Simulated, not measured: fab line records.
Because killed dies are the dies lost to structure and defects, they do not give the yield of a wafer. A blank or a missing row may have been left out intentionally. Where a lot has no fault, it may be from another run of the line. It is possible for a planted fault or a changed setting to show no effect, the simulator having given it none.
fab line records ; flow n5Finfet
[record] lots = 7; wafers = 21
route steps=1938 shown ZERO_LAYER@9 WELL_APT@21 DUMMY_GATE@215 SD_EPI_P@301
startH: hours from the record's first day to the start of the lot's first wafer shown ; waitH: hours since the lot's step before ; " the same as in the row above ; L1.1+2: several wafers, shown together as one row ; - either no value or no given start ; * or withheld: withheld ; < > ~ a bound
route shown NAME@n: a module of which the file shows steps, and the number in the route of the first ; usual: the fault-free wafers' mean and standard deviation ; same: alike in all rows ; chamber/n: place in a boat ; sites: the reading at each site ; _std_site: the values' standard deviation ; _edge_site: inner sites' mean taken away from outer sites' mean ; radiusMm: for every site, how far away it sits from the centre of the wafer ; mask NAME#n: copy n ; behind: the tool/chamber that last shaped the wafer ; hold: reason for holding the lot/hours on hold/outcome of the hold ; device: transistor that didn't switch, given as n, p or np ; end of line: the same wafers' tests at the end of the route ; a step with no rows: only its recipe ; killed: dies that structure and defects cost at the first sort, which is not the same as the wafer's yield ; map: a wafer's dies, x killed, . not, _ none there
set.NAME: the run value of the setting; set.NAME@STEP: its run value at that earlier step ; model.NAME: the simulator's own value behind a step, which no gauge read
one table per step and one row per wafer, for lots whose settings were changed on purpose
[[steps]]
[step N5_ZERO_LAYER_EXPOSE_08]
[recipe] maskId = ZERO; na = 0.55; sourceShape = conventional; sigmaOuter = 0.8; polarization = unpolarized; defocusNm = 0; targetCdNm = 2000; doseMj = 16.2
lot.wafer;tool;chamber;startH;waitH;mask;set.doseMj
L078.1;krfScanner-02;0;36.63;-;ZERO#0;16.2
L078.4+6;krfScanner-02;0;36.63;-;ZERO#0;15.31
L079.2;krfScanner-02;0;42.68;-;ZERO#0;16.2
L079.3+5;krfScanner-02;0;42.68;-;ZERO#0;15.11
L082.4;krfScanner-01;0;60.66;-;ZERO#0;16.2
L082.5+6;krfScanner-01;0;60.66;-;ZERO#0;15.53
L083.2+4+6;krfScanner-01;0;66.47;-;ZERO#0;16.2
L086.3+5+6;krfScanner-01;0;84.60;-;ZERO#0;16.2
L093.1+6;krfScanner-01;0;126.48;-;ZERO#0;15.58
L093.5;krfScanner-01;0;126.48;-;ZERO#0;16.2
L097.1+5+6;krfScanner-02;0;150.59;-;ZERO#0;16.2
[step N5_ZERO_LAYER_DEVELOP_10]
[recipe] developTimeS = 60; rinseLiquid = diw; dry = airSpin; devTempC = 21
lot.wafer;tool;chamber;startH;waitH;set.developTimeS
L078.1+4;lithoTrack-05;0;-;-;60
L078.6;lithoTrack-05;0;-;-;64.11
L079.2+3+5;lithoTrack-04;0;-;-;60
L082.4+6;lithoTrack-03;0;-;-;53.47
L082.5;lithoTrack-03;0;-;-;60
L083.2+4+6;lithoTrack-04;0;-;-;49.49
L086.3+5+6;lithoTrack-05;0;-;-;60
L093.1+5;lithoTrack-04;0;-;-;47.71
L093.6;lithoTrack-04;0;-;-;60
L097.1+5;lithoTrack-03;0;-;-;60
L097.6;lithoTrack-03;0;-;-;49.51
[step N5_ZERO_LAYER_HARDBAKE_23]
[recipe] tempC = 130; timeS = 120
[step N5_ZERO_LAYER_CD_MEAS_11]
[recipe] targetCdNm = 2000; landingEnergyEv = 500; detector = seInlens
[usual] cdNm = 2000.4/1.9
lot.wafer;tool;chamber;startH;waitH;set.doseMj@ZERO_LAYER_EXPOSE_08;cdNm
L078.1;cdSem-02;0;36.81;-;16.2;1998.7
L078.4;cdSem-02;0;36.81;-;15.31;1988.8
L078.6;cdSem-02;0;36.81;-;15.31;1989.9
L079.2;cdSem-03;0;42.85;-;16.2;2002.0
L079.3;cdSem-03;0;42.85;-;15.11;1984.7
L079.5;cdSem-03;0;42.85;-;15.11;1983.6
L082.4;cdSem-01;0;60.82;-;16.2;2000.5
L082.5;cdSem-01;0;60.82;-;15.53;1996.6
L082.6;cdSem-01;0;60.82;-;15.53;1987.9
L083.2;cdSem-02;0;66.64;-;16.2;1997.7
L083.4;cdSem-02;0;66.64;-;16.2;1996.0
L083.6;cdSem-02;0;66.64;-;16.2;1997.1
L086.3;cdSem-03;0;84.77;-;16.2;2000.2
L086.5;cdSem-03;0;84.77;-;16.2;2002.6
L086.6;cdSem-03;0;84.77;-;16.2;1999.4
L093.1;cdSem-01;0;126.65;-;15.58;1987.9
L093.5;cdSem-01;0;126.65;-;16.2;1996.4
L093.6;cdSem-01;0;126.65;-;15.58;1991.8
L097.1;cdSem-02;0;150.77;-;16.2;1999.3
L097.5;cdSem-02;0;150.77;-;16.2;2000.9
L097.6;cdSem-02;0;150.77;-;16.2;1997.1
[step N5_ZERO_LAYER_DESCUM_16]
[recipe] chemistry = O2; timeS = 7.9; sourcePowerW = 50; biasPowerW = 20; pressureMtorr = 20; rfFrequencyHz = 2.712e+07; tempC = 40; o2FlowSccm = 225
lot.wafer;tool;chamber;startH;waitH;set.doseMj@ZERO_LAYER_EXPOSE_08;model.ZERO_LAYER.cdNm
L078.1;rieDiel-04;3;36.85;0.0;16.2;1999
L078.4;rieDiel-04;2;36.85;0.0;15.31;1989
L078.6;rieDiel-04;3;36.85;0.0;15.31;1990
L079.2;rieDiel-01;3;42.89;0.0;16.2;2002
L079.3;rieDiel-01;0;42.89;0.0;15.11;1985
L079.5;rieDiel-01;3;42.89;0.0;15.11;1984
L082.4;rieDiel-01;3;60.85;0.0;16.2;2001
L082.5;rieDiel-01;2;60.85;0.0;15.53;1997
L082.6;rieDiel-01;1;60.85;0.0;15.53;1988
L083.2;rieDiel-04;2;67.06;0.4;16.2;1998
L083.4;rieDiel-04;1;67.06;0.4;16.2;1996
L083.6;rieDiel-04;2;67.06;0.4;16.2;1997
L086.3;rieDiel-03;1;84.80;0.0;16.2;2000
L086.5;rieDiel-03;3;84.80;0.0;16.2;2002
L086.6;rieDiel-03;2;84.80;0.0;16.2;1999
L093.1;rieDiel-01;1;126.69;0.0;15.58;1988
L093.5;rieDiel-01;0;126.69;0.0;16.2;1996
L093.6;rieDiel-01;3;126.69;0.0;15.58;1992
L097.1;rieDiel-01;1;150.80;0.0;16.2;-
L097.5;rieDiel-01;1;150.80;0.0;16.2;2001
L097.6;rieDiel-01;2;150.80;0.0;16.2;1997
[step N5_WELL_APT_COAT_02]
[recipe] spinRpm = 1357; resistThkNm = 950
lot.wafer;tool;chamber;startH;waitH;set.spinRpm;model.coat_of_WELL_APT_COAT_02.thkNm
L078.1+6;lithoTrack-01;0;-;-;1213;1005
L078.4;lithoTrack-01;0;-;-;1357;947.5
L079.2;lithoTrack-01;0;-;-;1357;949.8
L079.3;lithoTrack-01;0;-;-;1357;953.7
L079.5;lithoTrack-01;0;-;-;1357;953
L082.4+5;lithoTrack-04;0;-;-;1357;950.1
L082.6;lithoTrack-04;0;-;-;1357;952.5
L083.2;lithoTrack-02;0;-;-;1396;934.1
L083.4;lithoTrack-02;0;-;-;1357;946.9
L083.6;lithoTrack-02;0;-;-;1357;947.5
L086.3;lithoTrack-02;0;-;-;1357;944
L086.5;lithoTrack-02;0;-;-;1357;945.4
L086.6;lithoTrack-02;0;-;-;1357;946.1
L093.1;lithoTrack-01;0;-;-;1233;998.2
L093.5;lithoTrack-01;0;-;-;1357;953
L093.6;lithoTrack-01;0;-;-;1233;996.3
L097.1;lithoTrack-01;0;-;-;1357;949
L097.5;lithoTrack-01;0;-;-;1357;946.7
L097.6;lithoTrack-01;0;-;-;1357;948
[step N5_DUMMY_GATE_CVD_03]
[recipe] material = a-Si; targetThkA = 1500; tempC = 530; precursor = SiH4; timeS = 8042
lot.wafer;tool;chamber;startH;waitH;set.tempC;model.a-Si_of_DUMMY_GATE_CVD_03.thkNm
L078.1;-;-;-;0.1;549.2;252.2
L078.4;-;-;-;0.1;549.2;252.4
L078.6;-;-;-;0.1;549.2;252.8
L079.2;-;-;-;1.9;547;238.2
L079.3;-;-;-;1.9;547;237.6
L079.5;-;-;-;1.9;547;237.4
L082.4;-;-;-;0.1;512.8;89.6
L082.5;-;-;-;0.1;512.8;88.8
L082.6;-;-;-;0.1;512.8;90
L083.2;-;-;-;0.1;536;177.6
L083.4;-;-;-;0.1;536;177.4
L083.6;-;-;-;0.1;536;177
L086.3;lpcvd-02;0/100;113.61;0.1;530;149.2
L086.5;lpcvd-02;0/109;113.61;0.1;530;149.8
L086.6;lpcvd-02;0/114;113.61;0.1;530;150
L093.1;-;-;-;0.1;552.8;281
L093.5;-;-;-;0.1;552.8;280.4
L093.6;-;-;-;0.1;552.8;279.8
L097.1;-;-;-;0.1;540.5;199.8
L097.5;-;-;-;0.1;540.5;197.6
L097.6;-;-;-;0.1;540.5;197.8
[step N5_DUMMY_GATE_COAT_34]
[recipe] resist = SOC; tempC = 250; timeS = 60; spinRpm = 1500; resistThkNm = 60
lot.wafer;tool;chamber;startH;waitH;set.spinRpm;model.SOC_of_DUMMY_GATE_COAT_34.thkNm
L078.1+6;lithoTrack-05;0;69.50;0.0;1432;61.4
L078.4;lithoTrack-05;0;69.50;0.0;1500;60
L079.2;lithoTrack-03;0;77.42;0.0;1500;60.2
L079.3+5;lithoTrack-03;0;77.42;0.0;1500;60
L082.4+6;lithoTrack-05;0;96.91;0.0;1500;60
L082.5;lithoTrack-05;0;96.91;0.0;1408;61.8
L083.2;lithoTrack-05;0;101.58;0.0;1554;58.8
L083.4;lithoTrack-05;0;101.58;0.0;1500;59.6
L083.6;lithoTrack-05;0;101.58;0.0;1554;59
L086.3;lithoTrack-05;0;121.62;0.0;1500;60.2
L086.5+6;lithoTrack-05;0;121.62;0.0;1500;60.4
L093.1+5+6;lithoTrack-03;0;161.58;0.0;1500;60
L097.1+5;lithoTrack-03;0;183.02;0.0;1454;60.8
L097.6;lithoTrack-03;0;183.02;0.0;1454;61.2
[step N5_DUMMY_GATE_COAT_35]
[recipe] resist = SiARC; tempC = 220; timeS = 60; spinRpm = 1500; resistThkNm = 10
[step N5_DUMMY_GATE_COAT_28]
[recipe] resist = underlayer; tempC = 205; timeS = 60; spinRpm = 1500; resistThkNm = 10
[step N5_DUMMY_GATE_ETCH_29]
[recipe] chemistry = N2/H2; target = underlayer; targetDepthA = 130; ionEnergyEv = 200; pressureMtorr = 30; sourceW = 840; biasW = 150; n2FlowSccm = 200; h2FlowSccm = 200
[step N5_DUMMY_GATE_ETCH_36]
[recipe] chemistry = CF4; target = SiARC; targetDepthA = 130; pressureMtorr = 40; sourceW = 545; biasW = 36; Ar_flow_sccm = 100; cf4FlowSccm = 100; ionEnergyEv = 80
[step N5_DUMMY_GATE_ETCH_37]
[recipe] chemistry = N2/H2; target = SOC; targetDepthA = 600; overetchA = 300; tempC = 40; ionEnergyEv = 200; pressureMtorr = 30; sourceW = 840; biasW = 150; n2FlowSccm = 200; h2FlowSccm = 200
lot.wafer;tool;chamber;startH;waitH;set.spinRpm@DUMMY_GATE_COAT_34;model.etch.depthNm
L078.1+6;rieDiel-03;3,1;70.16;0.0;1432;61.49
L078.4;rieDiel-03;2;70.16;0.0;1500;60.06
L079.2;rieDiel-01;1;77.96;0.0;1500;60.14
L079.3;rieDiel-01;3;77.96;0.0;1500;59.93
L079.5;rieDiel-01;3;77.96;0.0;1500;60.08
L082.4;rieDiel-04;0;97.57;0.0;1500;60.04
L082.5;rieDiel-04;0;97.57;0.0;1408;61.9
L082.6;rieDiel-04;1;97.57;0.0;1500;59.94
L083.2;rieDiel-01;2;102.12;0.0;1554;58.86
L083.4;rieDiel-01;0;102.12;0.0;1500;59.52
L083.6;rieDiel-01;2;102.12;0.0;1554;58.98
L086.3;rieDiel-01;3;122.28;0.0;1500;60.29
L086.5;rieDiel-01;2;122.28;0.0;1500;60.38
L086.6;rieDiel-01;1;122.28;0.0;1500;60.43
L093.1;rieDiel-03;3;162.24;0.0;1500;60.03
L093.5;rieDiel-03;1;162.24;0.0;1500;59.92
L093.6;rieDiel-03;0;162.24;0.0;1500;60.02
L097.1;rieDiel-01;1;183.63;0.0;1454;60.81
L097.5;rieDiel-01;2;183.63;0.0;1454;60.89
L097.6;rieDiel-01;1;183.63;0.0;1454;61.21
[step N5_DUMMY_GATE_STRIP_38]
[recipe] chemistry = N2/H2; tempC = 40; n2FlowSccm = 200; h2FlowSccm = 200; rfFrequencyHz = 6e+07
[step N5_DUMMY_GATE_STRIP_39]
[recipe] chemistry = N2/H2; tempC = 40; n2FlowSccm = 200; h2FlowSccm = 200; rfFrequencyHz = 6e+07
[step N5_DUMMY_GATE_STRIP_40]
[recipe] chemistry = CF4; resist = SiARC; powerW = 300; biasPowerW = 75; pressureMtorr = 50; cf4FlowSccm = 150; rfFrequencyHz = 6e+07
[step N5_DUMMY_GATE_ETCH_31]
[recipe] chemistry = C4F6/O2; target = SiO2; maskMaterial = SOC; targetDepthA = 825; timeS = 27.5; ionEnergyEv = 250; pressureMtorr = 30; sourceW = 345; biasW = 185; Ar_flow_sccm = 300; C4F6_flow_sccm = 10; O2_flow_sccm = 10
lot.wafer;tool;chamber;startH;waitH;set.spinRpm@DUMMY_GATE_COAT_34;model.SOC_of_DUMMY_GATE_COAT_34.thkNm
L078.1;rieDiel-03;2;70.44;0.0;1432;53.4
L078.4;rieDiel-03;1;70.44;0.0;1500;52
L078.6;rieDiel-03;3;70.44;0.0;1432;53
L079.2;rieDiel-01;3;78.24;0.0;1500;51.8
L079.3;rieDiel-01;0;78.24;0.0;1500;52
L079.5;rieDiel-01;3;78.24;0.0;1500;51.6
L082.4+6;rieDiel-01;2,0;98.15;0.1;1500;52
L082.5;rieDiel-01;1;98.15;0.1;1408;53.8
L083.2;rieDiel-04;1;102.39;0.0;1554;50.6
L083.4;rieDiel-04;0;102.39;0.0;1500;51.4
L083.6;rieDiel-04;3;102.39;0.0;1554;51
L086.3+6;rieDiel-01;2;122.79;0.0;1500;52.4
L086.5;rieDiel-01;3;122.79;0.0;1500;52
L093.1;rieDiel-03;0;162.52;0.0;1500;51.8
L093.5;rieDiel-03;0;162.52;0.0;1500;51.6
L093.6;rieDiel-03;3;162.52;0.0;1500;51.4
L097.1;rieDiel-03;3;183.94;0.0;1454;52
L097.5;rieDiel-03;2;183.94;0.0;1454;52.8
L097.6;rieDiel-03;3;183.94;0.0;1454;52.4
[step N5_SD_EPI_P_PEB_07]
[recipe] pebTempC = 110; pebTimeS = 60; resist = CAR-ArF-block
lot.wafer;tool;chamber;startH;waitH;set.pebTimeS
L078.1+4;lithoTrack-03;0;77.22;0.1;60
L078.6;lithoTrack-03;0;77.22;0.1;49.7
L079.2+3;lithoTrack-05;0;85.52;0.0;54
L079.5;lithoTrack-05;0;85.52;0.0;60
L082.4;lithoTrack-03;0;104.77;0.0;60
L082.5+6;lithoTrack-03;0;104.77;0.0;49.41
L083.2+4+6;lithoTrack-02;0;108.42;0.0;48.36
L086.3+5+6;lithoTrack-03;0;129.18;0.0;60
L093.1;lithoTrack-05;0;169.48;0.1;48.82
L093.5+6;lithoTrack-05;0;169.48;0.1;60
L097.1+5;lithoTrack-03;0;195.73;0.1;52.18
L097.6;lithoTrack-03;0;195.73;0.1;60
[step N5_SD_EPI_P_DEVELOP_08]
[recipe] developTimeS = 30; developer = TMAH; resist = CAR-ArF-block; devTempC = 23; rinseLiquid = diw; dry = airSpin
[step N5_SD_EPI_P_CD_MEAS_09]
[recipe] targetCdNm = 240; landingEnergyEv = 500; detector = seInlens
[usual] cdNm = 239.7/0.75
lot.wafer;tool;chamber;startH;waitH;set.pebTimeS@SD_EPI_P_PEB_07;cdNm
L078.1;cdSem-02;0;77.28;-;60;239.1
L078.4;cdSem-02;0;77.28;-;60;238.8
L078.6;cdSem-02;0;77.28;-;49.7;232.1
L079.2;cdSem-01;0;85.59;-;54;235.5
L079.3;cdSem-01;0;85.59;-;54;235.9
L079.5;cdSem-01;0;85.59;-;60;239.8
L082.4;cdSem-03;0;104.84;-;60;239.3
L082.5;cdSem-03;0;104.84;-;49.41;234.0
L082.6;cdSem-03;0;104.84;-;49.41;232.3
L083.2;cdSem-02;0;108.49;-;48.36;230.4
L083.4;cdSem-02;0;108.49;-;48.36;231.1
L083.6;cdSem-02;0;108.49;-;48.36;230.2
L086.3;cdSem-03;0;129.24;-;60;241.1
L086.5;cdSem-03;0;129.24;-;60;241.0
L086.6;cdSem-03;0;129.24;-;60;239.7
L093.1;cdSem-02;0;169.54;-;48.82;232.1
L093.5;cdSem-02;0;169.54;-;60;240.9
L093.6;cdSem-02;0;169.54;-;60;239.6
L097.1;cdSem-01;0;195.80;-;52.18;234.1
L097.5;cdSem-01;0;195.80;-;52.18;234.2
L097.6;cdSem-01;0;195.80;-;60;239.4
[step N5_SD_EPI_P_DESCUM_14]
[recipe] chemistry = O2; timeS = 7.9; sourcePowerW = 50; biasPowerW = 20; pressureMtorr = 20; rfFrequencyHz = 2.712e+07; tempC = 40; resist = CAR-ArF-block; o2FlowSccm = 225
lot.wafer;tool;chamber;startH;waitH;set.timeS;set.pebTimeS@SD_EPI_P_PEB_07;model.SD_EPI_P.cdNm;model.CAR-ArF-block_of_SD_EPI_P_COAT_03.thkNm
L078.1;rieDiel-04;1;77.56;0.2;6.26;60;239;144.8
L078.4;rieDiel-04;3;77.56;0.2;7.9;60;238.8;143.8
L078.6;rieDiel-04;3;77.56;0.2;6.26;49.7;232;144.6
L079.2;rieDiel-01;0;85.67;0.0;7.9;54;235.8;143.2
L079.3;rieDiel-01;2;85.67;0.0;6.232;54;235.8;144.8
L079.5;rieDiel-01;3;85.67;0.0;6.232;60;239.4;144.6
L082.4;rieDiel-03;3;104.92;0.0;7.9;60;239.4;143.2
L082.5;rieDiel-03;3;104.92;0.0;7.9;49.41;234;143.2
L082.6;rieDiel-03;2;104.92;0.0;7.9;49.41;232.6;143.4
L083.2;rieDiel-01;0;108.58;0.0;7.9;48.36;230.6;143.8
L083.4;rieDiel-01;3;108.58;0.0;7.9;48.36;231;143.6
L083.6;rieDiel-01;3;108.58;0.0;7.9;48.36;230.4;143.4
L086.3;rieDiel-04;3;129.34;0.0;7.9;60;240.8;143.2
L086.5;rieDiel-04;3;129.34;0.0;7.9;60;241;143
L086.6;rieDiel-04;1;129.34;0.0;7.9;60;239.6;142.8
L093.1;rieDiel-03;1;169.75;0.1;6.62;48.82;231.8;144
L093.5;rieDiel-03;0;169.75;0.1;6.62;60;240.8;143.8
L093.6;rieDiel-03;1;169.75;0.1;6.62;60;239;144
L097.1;rieDiel-04;1;195.91;0.0;7.9;52.18;234.2;142.6
L097.5;rieDiel-04;2;195.91;0.0;7.9;52.18;234;143.4
L097.6;rieDiel-04;3;195.91;0.0;7.9;60;239.4;142.8
[step N5_SD_EPI_P_ETCH_36]
[recipe] chemistry = CF4; target = SiARC; targetDepthA = 455; maskMaterial = CAR-ArF-block; timeS = 75.8; ionEnergyEv = 80; pressureMtorr = 40; sourceW = 545; biasW = 36; Ar_flow_sccm = 100; cf4FlowSccm = 100; ends = cleared
lot.wafer;tool;chamber;startH;waitH;set.pebTimeS@SD_EPI_P_PEB_07;model.SD_EPI_P.cdNm
L078.1;rieDiel-04;1;77.59;0.0;60;239.2
L078.4;rieDiel-04;3;77.59;0.0;60;238.8
L078.6;rieDiel-04;3;77.59;0.0;49.7;232
L079.2+3;rieDiel-01;0,2;85.71;0.0;54;235.6
L079.5;rieDiel-01;3;85.71;0.0;60;239.2
L082.4;rieDiel-03;3;104.96;0.0;60;239.4
L082.5;rieDiel-03;3;104.96;0.0;49.41;234
L082.6;rieDiel-03;2;104.96;0.0;49.41;232.6
L083.2;rieDiel-01;0;108.61;0.0;48.36;230.2
L083.4;rieDiel-01;3;108.61;0.0;48.36;230.8
L083.6;rieDiel-01;3;108.61;0.0;48.36;230
L086.3;rieDiel-04;3;129.38;0.0;60;240.4
L086.5;rieDiel-04;3;129.38;0.0;60;240.8
L086.6;rieDiel-04;1;129.38;0.0;60;239.8
L093.1;rieDiel-03;1;169.78;0.0;48.82;231.6
L093.5;rieDiel-03;0;169.78;0.0;60;240.8
L093.6;rieDiel-03;1;169.78;0.0;60;239
L097.1;rieDiel-04;1;195.95;0.0;52.18;234.4
L097.5;rieDiel-04;2;195.95;0.0;52.18;233.8
L097.6;rieDiel-04;3;195.95;0.0;60;239.2
[[key]]
[split] step = N5_ZERO_LAYER_EXPOSE_08; setting = doseMj; stated = 16.2; by = wafer
[response] step = N5_ZERO_LAYER_CD_MEAS_11; reading = cdNm; change = +2.15; per = 1%; r = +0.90
[response] step = N5_ZERO_LAYER_DESCUM_16; reading = model.ZERO_LAYER.cdNm; change = +2.17; per = 1%; r = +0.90
[split] step = N5_ZERO_LAYER_DEVELOP_10; setting = developTimeS; stated = 60; by = wafer
response none clear
[split] step = N5_WELL_APT_COAT_02; setting = spinRpm; stated = 1357; by = wafer
[response] step = N5_WELL_APT_COAT_02; reading = model.coat_of_WELL_APT_COAT_02.thkNm; change = -5.16; per = 1%; r = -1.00
[split] step = N5_DUMMY_GATE_CVD_03; setting = tempC; stated = 530; by = lot
[response] step = N5_DUMMY_GATE_CVD_03; reading = model.a-Si_of_DUMMY_GATE_CVD_03.thkNm; change = +25; per = 1%; r = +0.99
[split] step = N5_DUMMY_GATE_COAT_34; setting = spinRpm; stated = 1500; by = wafer
[response] step = N5_DUMMY_GATE_COAT_34; reading = model.SOC_of_DUMMY_GATE_COAT_34.thkNm; change = -0.28; per = 1%; r = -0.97
[response] step = N5_DUMMY_GATE_ETCH_37; reading = model.etch.depthNm; change = -0.286; per = 1%; r = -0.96
[response] step = N5_DUMMY_GATE_ETCH_31; reading = model.SOC_of_DUMMY_GATE_COAT_34.thkNm; change = -0.262; per = 1%; r = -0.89
[split] step = N5_SD_EPI_P_PEB_07; setting = pebTimeS; stated = 60; by = wafer
[response] step = N5_SD_EPI_P_CD_MEAS_09; reading = cdNm; change = +0.398; per = 1%; r = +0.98
[response] step = N5_SD_EPI_P_DESCUM_14; reading = model.SD_EPI_P.cdNm; change = +0.394; per = 1%; r = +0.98
[response] step = N5_SD_EPI_P_ETCH_36; reading = model.SD_EPI_P.cdNm; change = +0.396; per = 1%; r = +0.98
[split] step = N5_SD_EPI_P_DESCUM_14; setting = timeS; stated = 7.9; by = wafer
[response] step = N5_SD_EPI_P_DESCUM_14; reading = model.CAR-ArF-block_of_SD_EPI_P_COAT_03.thkNm; change = -0.0574; per = 1%; r = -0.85
